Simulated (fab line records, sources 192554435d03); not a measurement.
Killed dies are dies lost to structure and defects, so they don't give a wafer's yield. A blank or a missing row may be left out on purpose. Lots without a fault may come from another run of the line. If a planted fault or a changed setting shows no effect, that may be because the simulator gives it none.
fab line records | flow n5-finfet | part 1 of 2: steps 1 to 20 of 31
record: lots: 5 wafers: 15 last-day: 19
route steps=1938 shown BEOL_M12@1634 BEOL_M13@1659
lots with no fault: from the same line, run without faults
start-h: start of the lot's first displayed wafer, in hours after the record's first day | wait-h: how many hours have passed since the lot's step before this one | " repeats the value in the row above | L1.1+2: a single row standing in for several wafers | - either no value or no given start | * or withheld: withheld | < > ~ a bound
route shown NAME@n: a module of which the file shows steps, and the number in the route of the first | usual: mean/standard deviation taken from wafers without a fault | same: alike in all rows | chamber/n: place in a boat | sites: the reading at each site | _std_site: standard deviation across them | _edge_site: the outer-site mean with the inner-site mean subtracted | radius-mm: how far each site lies from the wafer's centre | mask NAME#n: copy n | behind: the most recent tool/chamber to have shaped the wafer | hold: why the lot went on hold/how many hours it stayed there/how the hold came to an end | device: the n, p or np transistor that did not switch | end of line: at the end of the route, the tests of the same wafers | where a step has no rows: the recipe by itself | killed: not the wafer's yield, but the dies lost to structure and defects at the first sort | map: per-die view of a wafer (x killed, . not killed, _ where there is no die)
set.NAME: the run value of the setting; set.NAME@STEP: its run value at that earlier step | model.NAME: the simulator's own value behind a step, which no gauge read
a table for each step, a row for each wafer; lots at some steps of the route
services: the hour from which a tool's chamber was out of use, counted from the record's first day as start-h (under 0 if before that day), plus the number of hours and why
== steps ==
step: N5_BEOL_M12_INSPECT_30
recipe: mode: adi inspect-instrument: macro
usual: raw-defect-count: 1.9/1.4
columns lot.wafer tool chamber start-h wait-h raw-defect-count
L078.2 defect-inspect-02 - 261.26 0.0 2
L078.4 " - " " 0
L078.6 " - " " 3
L081.3 defect-inspect-01 - 285.72 0.0 5
L081.4 " - " " 2
L081.6 " - " " 2
L087.1 defect-inspect-02 - 328.06 0.0 2
L087.2 " - " " 4
L087.4 " - " " 2
L090.3 defect-inspect-02 - 335.01 0.0 3
L090.5 " - " " 5
L090.6 " - " " 5
L097.1 defect-inspect-02 - 401.91 0.0 1
L097.3 " - " " 3
L097.4 " - " " 3
step: N5_BEOL_M12_DESCUM_33
recipe: chemistry: O2 time-s: 7.9 source-power-w: 50 bias-power-w: 20 pressure-mtorr: 20 rf-frequency-hz: 2.712e+07 temp-c: 40 o2-flow-sccm: 225
usual: drypump-motor-current-A: 5.7/0.33 oes-product-au: 0.80/0.084 rf-vpp-V: 243.0/1.4 showerhead-plenum-p-Torr: 2.08/0.069 throttle-valve-pct: 20.31/0.15
columns lot.wafer tool chamber start-h wait-h drypump-motor-current-A oes-product-au rf-hours-counter-h rf-vpp-V showerhead-plenum-p-Torr throttle-valve-pct
L078.2 rie-diel-06 1 261.29 0.0 5.6 0.72 200 242.7 2.07 20.33
L078.4 " 2 " " 5.7 0.87 46 241.9 2.03 20.21
L078.6 " 3 " " 6.2 1.03 - 245.2 2.24 20.17
L081.3 rie-diel-06 3 285.75 0.0 6.1 0.97 8 244.9 2.24 20.19
L081.4 " 2 " " 5.7 0.85 55 242.0 2.03 20.23
L081.6 " 0 " " 5.3 0.78 - 246.0 2.21 20.41
L087.1 rie-diel-01 1 328.09 0.0 5.5 0.91 21 240.8 2.06 20.66
L087.2 " 3 " " 6.4 0.86 62 241.6 2.03 20.28
L087.4 " 0 " " 5.2 0.87 50 242.6 2.03 20.32
L090.3 rie-diel-01 0 335.04 0.0 5.2 0.86 53 242.3 2.03 20.32
L090.5 " 0 " " 5.2 0.87 - 242.6 2.03 20.31
L090.6 " 3 " " 6.4 0.86 - 240.5 2.03 20.28
L097.1 rie-diel-01 3 402.18 0.3 6.4 0.83 90 241.4 2.03 20.32
L097.3 " 2 " " 5.8 0.78 133 242.1 2.03 20.17
L097.4 " 1 " " 5.5 0.86 48 243.1 2.05 20.70
step: N5_BEOL_M12_ETCH_67
recipe: chemistry: CF4 target: SiARC target-depth-a: 1430 time-s: 238.3 ion-energy-ev: 80 pressure-mtorr: 40 source-w: 545 bias-w: 36 Ar_flow_sccm: 100 cf4-flow-sccm: 100 ends: cleared
usual: drypump-motor-current-A: 5.7/0.33 etch-rf-on-time-s: 236.4/2.5 mfc-ar-sccm: 99.96/0.3 oes-product-au: 0.68/0.07 rf-vpp-V: 184.0/1.1 showerhead-plenum-p-Torr: 2.13/0.064 throttle-valve-pct: 15.49/0.14
columns lot.wafer tool chamber start-h wait-h drypump-motor-current-A etch-rf-on-time-s mfc-ar-sccm oes-product-au rf-hours-counter-h rf-vpp-V showerhead-plenum-p-Torr throttle-valve-pct
L078.2 rie-diel-06 1 261.33 0.0 5.6 243.3 99.47 0.61 200 184.4 2.12 15.57
L078.4 " 2 " " 5.7 235.9 100.01 0.74 46 183.4 2.09 15.43
L078.6 " 3 " " 6.1 234.2 100.12 0.87 - 185.6 2.28 15.29
L081.3 rie-diel-06 3 285.79 0.0 6.1 232.0 100.46 0.83 8 187.2 2.28 15.30
L081.4 " 2 " " 5.7 232.9 99.99 0.73 55 184.3 2.09 15.45
L081.6 " 0 " " 5.3 233.7 100.18 0.67 - 185.8 2.25 15.52
L087.1 rie-diel-01 1 328.13 0.0 5.5 234.8 100.01 0.77 21 185.1 2.10 15.70
L087.2 " 3 " " 6.4 235.5 99.88 0.73 62 183.6 2.09 15.44
L087.4 " 0 " " 5.2 233.8 100.07 0.75 50 183.9 2.09 15.48
L090.3 rie-diel-01 0 335.08 0.0 5.2 232.6 99.80 0.75 53 182.5 2.08 15.50
L090.5 " 0 " " 5.2 232.9 99.81 0.75 - 184.3 2.08 15.48
L090.6 " 3 " " 6.4 236.0 99.74 0.73 - 183.9 2.09 15.43
L097.1 rie-diel-01 3 402.22 0.0 6.4 240.4 99.98 0.70 90 183.9 2.08 15.46
L097.3 " 2 " " 5.7 237.9 100.06 0.66 133 182.5 2.07 15.33
L097.4 " 1 " " 5.5 238.6 99.92 0.73 48 183.4 2.09 15.74
step: N5_BEOL_M12_ETCH_68
recipe: chemistry: N2/H2 target: SOC mask-material: SiARC source-w: 3000 bias-w: 350 temp-c: 40 time-s: 285 ion-energy-ev: 200 pressure-mtorr: 30 n2-flow-sccm: 200 h2-flow-sccm: 200
usual: drypump-motor-current-A: 5.7/0.33 oes-product-au: 0.80/0.084 rf-vpp-V: 523.5/2.6 showerhead-plenum-p-Torr: 2.53/0.082 throttle-valve-pct: 17.66/0.12
columns lot.wafer tool chamber start-h wait-h drypump-motor-current-A oes-product-au rf-hours-counter-h rf-vpp-V showerhead-plenum-p-Torr throttle-valve-pct
L078.2 rie-diel-06 1 261.47 0.1 5.6 0.72 200 522.5 2.52 17.62
L078.4 " 2 " " 5.7 0.86 47 522.0 2.48 17.57
L078.6 " 3 " " 6.2 1.03 - 529.1 2.72 17.60
L081.3 rie-diel-06 3 285.93 0.1 6.2 0.98 9 529.9 2.72 17.63
L081.4 " 2 " " 5.7 0.85 55 522.8 2.47 17.57
L081.6 " 0 " " 5.3 0.80 - 528.1 2.68 17.74
L087.1 rie-diel-01 1 328.27 0.1 5.5 0.90 22 522.5 2.49 17.82
L087.2 " 3 " " 6.4 0.87 63 521.9 2.48 17.55
L087.4 " 0 " " 5.2 0.88 50 520.7 2.47 17.67
L090.3 rie-diel-01 0 335.22 0.1 5.2 0.88 54 522.3 2.47 17.69
L090.5 " 0 " " 5.2 0.87 - 522.3 2.47 17.68
L090.6 " 3 " " 6.4 0.87 - 521.4 2.47 17.55
L097.1 rie-diel-01 3 402.36 0.1 6.4 0.82 90 521.7 2.46 17.60
L097.3 " 2 " " 5.8 0.77 133 518.8 2.44 17.51
L097.4 " 1 " " 5.5 0.85 48 522.8 2.48 17.89
step: N5_BEOL_M12_STRIP_69
recipe: chemistry: N2/H2 temp-c: 40 n2-flow-sccm: 200 h2-flow-sccm: 200 rf-frequency-hz: 6e+07
columns lot.wafer tool chamber start-h wait-h
L078.2+4+6 rie-diel-06 1,2,3 261.65 0.1
L081.3+4+6 rie-diel-06 3,2,0 286.10 0.1
L087.1+2+4 rie-diel-01 1,3,0 328.45 0.1
L090.3+5+6 rie-diel-01 0,0,3 335.40 0.1
L097.1+3+4 rie-diel-01 3,2,1 402.54 0.1
step: N5_BEOL_M12_TRENCH_ETCH_34
recipe: chemistry: C4F8/O2/Ar target: SiOC target-depth-a: 3189.5 mask-material: SOC pressure-mtorr: 30 source-w: 3000 bias-w: 700 Ar_flow_sccm: 400 C4F8_flow_sccm: 15 O2_flow_sccm: 8 he-inner-torr: 15 he-outer-torr: 30 time-s: 125.5 ion-energy-ev: 250
usual: drypump-motor-current-A: 5.7/0.33 mfc-ar-sccm: 400.1/1.2 oes-product-au: 0.79/0.082 rf-vpp-V: 665/3 showerhead-plenum-p-Torr: 3.40/0.1 throttle-valve-pct: 24.07/0.15
columns lot.wafer tool chamber start-h wait-h drypump-motor-current-A mfc-ar-sccm oes-product-au rf-hours-counter-h rf-vpp-V showerhead-plenum-p-Torr throttle-valve-pct
L078.2 rie-diel-06 1 261.66 0.0 5.6 399.2 0.71 200 665 3.38 23.99
L078.4 " 2 " " 5.7 399.5 0.86 47 663 3.33 24.04
L078.6 " 3 " " 6.2 399.8 1.01 - 671 3.63 23.94
L081.3 rie-diel-06 3 286.11 0.0 6.2 400.1 0.98 9 670 3.62 23.95
L081.4 " 2 " " 5.7 401.4 0.85 55 664 3.33 24.06
L081.6 " 0 " " 5.3 398.0 0.80 - 670 3.60 24.19
L087.1 rie-diel-01 1 328.46 0.0 5.5 400.3 0.89 22 662 3.36 24.39
L087.2 " 3 " " 6.5 398.9 0.85 63 663 3.35 24.09
L087.4 " 0 " " 5.2 402.8 0.87 50 662 3.33 24.11
L090.3 rie-diel-01 0 335.41 0.0 5.2 397.3 0.87 54 663 3.33 24.11
L090.5 " 0 " " 5.2 397.6 0.86 - 663 3.33 24.11
L090.6 " 3 " " 6.4 399.9 0.85 - 663 3.35 24.13
L097.1 rie-diel-01 3 402.55 0.0 6.4 400.8 0.82 90 662 3.33 24.16
L097.3 " 2 " " 5.7 400.0 0.77 133 662 3.30 23.87
L097.4 " 1 " " 5.5 398.7 0.86 48 664 3.34 24.42
step: N5_BEOL_M12_STRIP_70
recipe: chemistry: C4F8/O2/Ar resist: SiARC rf-frequency-hz: 6e+07
columns lot.wafer tool chamber start-h wait-h
L078.2+4+6 rie-diel-06 1,2,3 261.77 0.1
L081.3+4+6 rie-diel-06 3,2,0 286.23 0.1
L087.1+2+4 rie-diel-01 1,3,0 328.57 0.1
L090.3+5+6 rie-diel-01 0,0,3 335.52 0.1
L097.1+3+4 rie-diel-01 3,2,1 402.66 0.1
step: N5_BEOL_M12_OCD_MEAS_35
usual: trench-depth-nm: 320/3.2
columns lot.wafer tool chamber start-h wait-h trench-depth-nm
L078.2 ocd-01 - 261.81 0.0 311
L078.4 " - " " 320
L078.6 " - " " 321
L081.3 ocd-02 - 286.27 0.0 325
L081.4 " - " " 321
L081.6 " - " " 325
L087.1 ocd-01 - 328.61 0.0 321
L087.2 " - " " 318
L087.4 " - " " 320
L090.3 ocd-02 - 335.56 0.0 323
L090.5 " - " " 322
L090.6 " - " " 319
L097.1 ocd-01 - 402.70 0.0 315
L097.3 " - " " 319
L097.4 " - " " 321
step: N5_BEOL_M12_STRIP_37
recipe: chemistry: N2/H2 power-w: 1000 temp-c: 250 h2-frac: 0.65 overash-fraction: 0.3 pressure-mtorr: withheld n2-flow-sccm: 1750 h2-flow-sccm: 3250
usual: drypump-motor-current-A: 5.8/0.45 heater-power-w: 332/33 oes-product-au: 0.791/0.01
columns lot.wafer tool chamber start-h wait-h drypump-motor-current-A heater-power-w oes-product-au rf-hours-counter-h
L078.2 plasma-asher-01 0 261.85 0.0 5.3 397 0.783 71
L078.4 " 0 " " 5.3 394 0.806 -
L078.6 " 1 " " 6.4 333 0.780 -
L081.3 plasma-asher-02 1 286.33 0.1 5.4 332 0.810 -
L081.4 " 0 " " 6.2 301 0.776 -
L081.6 " 1 " " 5.4 321 0.796 -
L087.1 plasma-asher-02 1 328.65 0.0 5.4 326 0.794 135
L087.2 " 0 " " 6.2 295 0.772 135
L087.4 " 1 " " 5.4 324 0.805 -
L090.3 plasma-asher-02 1 335.62 0.1 5.4 332 0.807 -
L090.5 " 0 " " 6.2 308 0.796 -
L090.6 " 1 " " 5.4 322 0.790 -
L097.1 plasma-asher-01 1 402.74 0.0 6.4 328 0.797 99
L097.3 " 1 " " 6.4 326 0.798 -
L097.4 " 0 " " 5.4 397 0.798 -
step: N5_BEOL_M12_ETCH_38
recipe: chemistry: CF4/N2 target: SiCN target-depth-a: 687 taper-deg: 2 time-s: 73.4 ion-energy-ev: 150 mask-material: SiO2 pressure-mtorr: 40 source-w: 430 bias-w: 70 Ar_flow_sccm: 100 cf4-flow-sccm: 60 n2-flow-sccm: 60
usual: drypump-motor-current-A: 5.7/0.37 mfc-ar-sccm: 100.0/0.34 oes-product-au: 0.81/0.082 rf-vpp-V: 382.1/2 showerhead-plenum-p-Torr: 2.20/0.073 throttle-valve-pct: 15.31/0.14
columns lot.wafer tool chamber start-h wait-h drypump-motor-current-A mfc-ar-sccm oes-product-au rf-hours-counter-h rf-vpp-V showerhead-plenum-p-Torr throttle-valve-pct
L078.2 rie-diel-06 2 262.13 - 5.7 99.4 0.86 47 379.7 2.15 15.24
L078.4 " 1 " " 5.6 99.7 0.70 200 382.0 2.18 15.41
L078.6 " 1 " " 5.6 99.7 0.71 - 382.3 2.18 15.41
L081.3 rie-diel-02 1 288.04 - 5.9 100.2 0.84 58 380.4 2.15 15.22
L081.4 " 0 " " 5.9 100.2 0.69 206 384.3 2.27 15.28
L081.6 " 3 " " 5.2 100.0 0.70 - 384.6 2.27 15.46
L087.1 rie-diel-01 3 331.53 - 6.4 100.2 0.85 64 380.9 2.15 15.25
L087.2 " 1 " " 5.6 100.7 0.90 23 379.3 2.16 15.48
L087.4 " 0 " " 5.1 100.3 0.87 52 380.8 2.15 15.30
L090.3 rie-diel-02 1 336.69 - 5.8 100.0 0.80 74 382.3 2.15 15.25
L090.5 " 1 " " 5.8 100.1 0.81 - 380.5 2.15 15.27
L090.6 " 2 " " 5.7 99.6 0.81 - 379.6 2.14 15.27
L097.1 rie-diel-01 3 403.16 - 6.5 100.2 0.83 90 380.5 2.14 15.31
L097.3 " 0 " " 5.2 100.4 0.84 78 380.0 2.14 15.37
L097.4 " 2 " " 5.8 100.3 0.77 134 380.3 2.13 15.16
step: N5_BEOL_M12_PRECLEAN_39
recipe: chemistry: residue-remover time-s: 60 temp-c: 40
columns lot.wafer tool chamber start-h wait-h
L078.2+4+6 wet-bench-05 4,7,6 262.26 0.1
L081.3+4+6 wet-bench-04 0,6,1 288.17 0.1
L087.1+2+4 wet-bench-05 3,6,1 331.67 0.1
L090.3+5+6 wet-bench-05 7,0,4 336.82 0.1
L097.1+3+4 wet-bench-03 3,0,7 403.28 0.1
step: N5_BEOL_M12_SRD_40
recipe: time-s: 30 temp-c: 23 rinse-liquid: diw dry: n2-spin spin-rpm: 1500 dry-time-s: 30
columns lot.wafer tool chamber start-h wait-h
L078.2+4+6 wet-bench-05 4,7,6 262.28 0.0
L081.3+4+6 wet-bench-04 0,6,1 288.19 0.0
L087.1+2+4 wet-bench-05 3,6,1 331.69 0.0
L090.3+5+6 wet-bench-05 7,0,4 336.84 0.0
L097.1+3+4 wet-bench-03 3,0,7 403.30 0.0
step: N5_BEOL_M12_DEGAS_41
recipe: ambient: vacuum temp-c: 250 time-s: 60
usual: heater-power-w: 338/36
columns lot.wafer tool chamber start-h wait-h heater-power-w
L078.2 pvd-sputter-01 - 262.32 0.0 281
L078.4 " - " " 308
L078.6 " - " " 312
L081.3 pvd-sputter-02 - 288.58 0.4 333
L081.4 " - " " 353
L081.6 " - " " 352
L087.1 pvd-sputter-01 - 331.99 0.3 310
L087.2 " - " " 371
L087.4 " - " " 307
L090.3 pvd-sputter-03 - 337.10 0.2 361
L090.5 " - " " 354
L090.6 " - " " 279
L097.1 pvd-sputter-03 - 403.75 0.4 400
L097.3 " - " " 363
L097.4 " - " " 279
step: N5_BEOL_M12_PRE_CLEAN_42
recipe: gas: H2/He time-s: 30 temp-c: 250
usual: heater-power-w: 337/36
columns lot.wafer tool chamber start-h wait-h heater-power-w
L078.2 pvd-sputter-01 - 262.36 0.0 274
L078.4 " - " " 302
L078.6 " - " " 308
L081.3 pvd-sputter-02 - 288.62 0.0 340
L081.4 " - " " 347
L081.6 " - " " 350
L087.1 pvd-sputter-01 - 332.03 0.0 308
L087.2 " - " " 373
L087.4 " - " " 307
L090.3 pvd-sputter-03 - 337.14 0.0 359
L090.5 " - " " 363
L090.6 " - " " 269
L097.1 pvd-sputter-03 - 403.79 0.0 385
L097.3 " - " " 366
L097.4 " - " " 273
step: N5_BEOL_M12_SPUTTER_43
recipe: material: TaN target-thk-a: 150 temp-c: 50 bias-v: 168.6 power-w: 15000 chamber-pressure-pa: 0.12 time-s: 24.19
usual: throttle-valve-pct: 29.5/0.96
columns lot.wafer tool chamber start-h wait-h throttle-valve-pct
L078.2 pvd-sputter-01 - 262.40 0.0 28.4
L078.4 " - " " 30.1
L078.6 " - " " 29.9
L081.3 pvd-sputter-02 - 288.66 0.0 29.9
L081.4 " - " " 27.9
L081.6 " - " " 27.8
L087.1 pvd-sputter-01 - 332.07 0.0 29.9
L087.2 " - " " 29.5
L087.4 " - " " 30.3
L090.3 pvd-sputter-03 - 337.18 0.0 29.3
L090.5 " - " " 29.4
L090.6 " - " " 29.7
L097.1 pvd-sputter-03 - 403.83 0.0 29.5
L097.3 " - " " 29.4
L097.4 " - " " 29.8
step: N5_BEOL_M12_SPUTTER_44
recipe: material: Ta target-thk-a: 100 temp-c: 50 bias-v: 80 power-w: 15000 chamber-pressure-pa: 0.07 time-s: 16.13
usual: throttle-valve-pct: 29.5/0.97
columns lot.wafer tool chamber start-h wait-h throttle-valve-pct
L078.2 pvd-sputter-01 - 262.48 0.0 28.6
L078.4 " - " " 30.1
L078.6 " - " " 30.0
L081.3 pvd-sputter-02 - 288.74 0.0 29.8
L081.4 " - " " 27.8
L081.6 " - " " 27.8
L087.1 pvd-sputter-01 - 332.15 0.0 30.0
L087.2 " - " " 29.7
L087.4 " - " " 30.3
L090.3 pvd-sputter-03 - 337.26 0.0 29.4
L090.5 " - " " 29.6
L090.6 " - " " 29.8
L097.1 pvd-sputter-03 - 403.91 0.0 29.6
L097.3 " - " " 29.5
L097.4 " - " " 29.7
step: N5_BEOL_M12_SPUTTER_45
recipe: material: Cu target-thk-a: 800 temp-c: -20 bias-v: 60 power-w: 26000 chamber-pressure-pa: 0.13 time-s: 13.33
usual: throttle-valve-pct: 29.5/0.95
columns lot.wafer tool chamber start-h wait-h throttle-valve-pct
L078.2 pvd-sputter-01 - 262.56 0.0 28.6
L078.4 " - " " 30.2
L078.6 " - " " 30.2
L081.3 pvd-sputter-02 - 288.82 0.0 29.6
L081.4 " - " " 27.7
L081.6 " - " " 27.8
L087.1 pvd-sputter-01 - 332.23 0.0 30.2
L087.2 " - " " 29.7
L087.4 " - " " 30.3
L090.3 pvd-sputter-03 - 337.34 0.0 29.4
L090.5 " - " " 29.4
L090.6 " - " " 29.6
L097.1 pvd-sputter-03 - 403.99 0.0 29.4
L097.3 " - " " 29.4
L097.4 " - " " 29.7
step: N5_BEOL_M12_ECD_47
recipe: material: Cu target-thk-a: 7200
columns lot.wafer tool chamber start-h wait-h
L078.2+4+6 ecd-cu-02 1,1,0 262.68 0.1
L081.3+4+6 ecd-cu-01 0,1,0 288.98 0.1
L087.1+2+4 ecd-cu-02 1,0,0 332.35 0.1
L090.3+5+6 ecd-cu-01 1,0,1 337.50 0.1
L097.1+3+4 ecd-cu-01 1,0,1 404.11 0.1
step: N5_BEOL_M12_ANNEAL_48
recipe: temp-c: 225 time-s: 90 ambient: N2
usual: wafer_temp_C_max: 226.15/0.24
columns lot.wafer tool chamber start-h wait-h wafer_temp_C_max
L078.2 rtp-anneal-02 0 262.95 0.2 226.09
L078.4 " 0 " " 226.13
L078.6 " 0 " " 226.25
L081.3 rtp-anneal-01 0 289.17 0.2 226.06
L081.4 " 0 " " 226.40
L081.6 " 0 " " 225.99
L087.1 rtp-anneal-02 0 332.50 0.1 226.53
L087.2 " 0 " " 226.08
L087.4 " 0 " " 226.26
L090.3 rtp-anneal-01 0 337.69 0.2 226.43
L090.5 " 0 " " 226.35
L090.6 " 0 " " 226.43
L097.1 rtp-anneal-01 0 404.25 0.1 226.14
L097.3 " 0 " " 226.47
L097.4 " 0 " " 226.10
step: N5_BEOL_M12_CMP_49
recipe: stop-on: SiOC t-overpolish-s: 20.6 down-force-psi: 1 platen-rpm: 50 clearing-platen-down-force-psi: 1.5 clearing-platen-rpm: 50 post-cmp-clean: cu-alkaline target-thk-nm: 320 clearing-platen-pad-velocity-m-s: 0.99484 pad-velocity-m-s: 0.99484
usual: barrier-field-endpoint-s: 30.2/0.64 motor-current-A: 5.9/0.62 overpolish-run-s: 20.600/0.0093 pad-life-wafers: 904/570 platen-rpm: 50.00/0.036
columns lot.wafer tool chamber start-h wait-h barrier-field-endpoint-s motor-current-A overpolish-run-s pad-life-wafers platen-rpm
L078.2 cmp-01 2 263.41 0.4 30.0 6.8 20.600 330 50.07
L078.4 " 1 " " 30.7 6.1 20.593 333 50.02
L078.6 " 2 " " 31.6 6.7 20.602 - 50.01
L081.4 cmp-01 3 289.38 0.1 30.5 6.0 20.604 594 49.94
L081.3 " 1 " " 30.4 5.7 20.601 596 49.96
L081.6 " 0 " " 30.3 6.4 20.595 - 50.04
L087.4 cmp-01 3 332.79 0.1 30.2 5.9 20.592 930 49.98
L087.2 " 0 " " 29.5 6.0 20.583 931 49.99
L087.1 " 2 " " 29.6 6.6 20.591 933 49.97
L090.3 cmp-04 2 337.98 0.2 29.6 5.7 20.596 608 49.94
L090.5 " 0 " " 30.7 5.2 20.602 - 49.92
L090.6 " 1 " " 29.6 4.9 20.596 - 49.97
L097.3 cmp-01 2 404.56 0.2 29.7 6.7 20.598 1518 50.02
L097.1 " 3 " " 30.3 5.9 20.611 1519 50.02
L097.4 " 0 " " 29.9 6.6 20.611 1520 50.08
